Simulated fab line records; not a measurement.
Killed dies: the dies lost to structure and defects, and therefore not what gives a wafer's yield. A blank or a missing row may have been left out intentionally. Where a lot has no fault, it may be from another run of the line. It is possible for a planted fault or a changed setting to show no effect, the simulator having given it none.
Matching of chambers ; flow n5_finfet ; 4 sister chambers for N5_STI_FIN_REVEAL_CMP_04 on cmp-02
The step polishes, stops on Si3N4, t overpolish 4 s, target thk 131.83 nm. 22 wafers are shown with their chamber, then 11 later ones without.

WAFERS PAIRED WITH THEIR CHAMBERS
wafer;chamber;motor_current_A (A);time_to_endpoint_s (s);overpolish_run_s (s)
L074.2;0;8.1;102;4.005
L074.5;3;9.4;100;4.001
L074.6;2;9.1;99;4.008
L075.2;1;9.1;96;4.009
L075.3;3;8.8;97;3.988
L075.5;2;9.4;97;3.990
L079.2;1;9.1;95;3.986
L079.3;2;9.0;100;4.001
L079.4;0;8.3;104;4.005
L082.1;2;9.7;98;4.004
L082.5;3;9.4;104;4.001
L082.6;0;7.6;104;3.997
L083.1;3;9.0;100;4.007
L083.3;1;9.1;97;3.989
L083.4;2;9.6;98;4.012
L085.1;1;9.5;100;4.005
L085.3;0;8.6;106;3.997
L085.6;3;9.0;97;4.000
L088.1;3;8.7;91;3.997
L088.3;0;7.9;102;4.004
L088.6;2;9.3;97;4.000
L089.1;0;7.6;104;3.997

SIGNATURES (averages over the wafers above)
reading;chamber 0;chamber 1;chamber 2;chamber 3;scatter within a chamber
motor_current_A;8.017;9.200;9.350;9.050;0.309
time_to_endpoint_s;103.67;97.00;98.17;98.17;2.66
overpolish_run_s;4.00083;3.99725;4.00250;3.99900;0.00733
Rule: for each reading, subtract the chamber's mean from the wafer's reading, divide by that reading's scatter and square the result; add these up over the readings and take the root, which gives the wafer's distance from the chamber. If the next closest chamber is less than 2 further off than the closest, the wafer can't be placed; otherwise it belongs to the closest. The scatter: take each reading less its chamber's mean, square it, sum over the shown wafers, divide by the number of wafers less the number of chambers, and take the root.

WAFERS WHOSE CHAMBER IS MISSING
wafer;motor_current_A (A);time_to_endpoint_s (s);overpolish_run_s (s)
L089.3;9.0;97;3.993
L089.5;9.6;98;3.989
L092.4;8.8;97;3.985
L092.5;9.3;95;4.004
L092.6;8.0;103;3.996
L094.2;8.9;101;3.989
L094.4;8.5;99;4.010
L094.6;8.9;101;4.005
L097.4;9.3;96;4.006
L097.5;8.9;97;3.993
L097.6;8.4;107;3.980

WHICH CHAMBER EACH WENT THROUGH
wafer;from the rows above;in truth
L089.3;can't be placed: 1 or 3 or 2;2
L089.5;can't be placed: 1 or 2 or 3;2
L092.4;can't be placed: 1 or 3 or 2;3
L092.5;can't be placed: 2 or 1 or 3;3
L092.6;0;0
L094.2;can't be placed: 3 or 1 or 2 or 0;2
L094.4;can't be placed: 3 or 0 or 2 or 1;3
L094.6;can't be placed: 3 or 2 or 1 or 0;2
L097.4;can't be placed: 2 or 1 or 3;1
L097.5;can't be placed: 3 or 1 or 2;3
L097.6;can't be placed: 0 or 3 or 1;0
Placed correctly: 1 of 11. These rows do not allow placing 10 (true chamber among the candidates in 10). 0 placed wrongly.
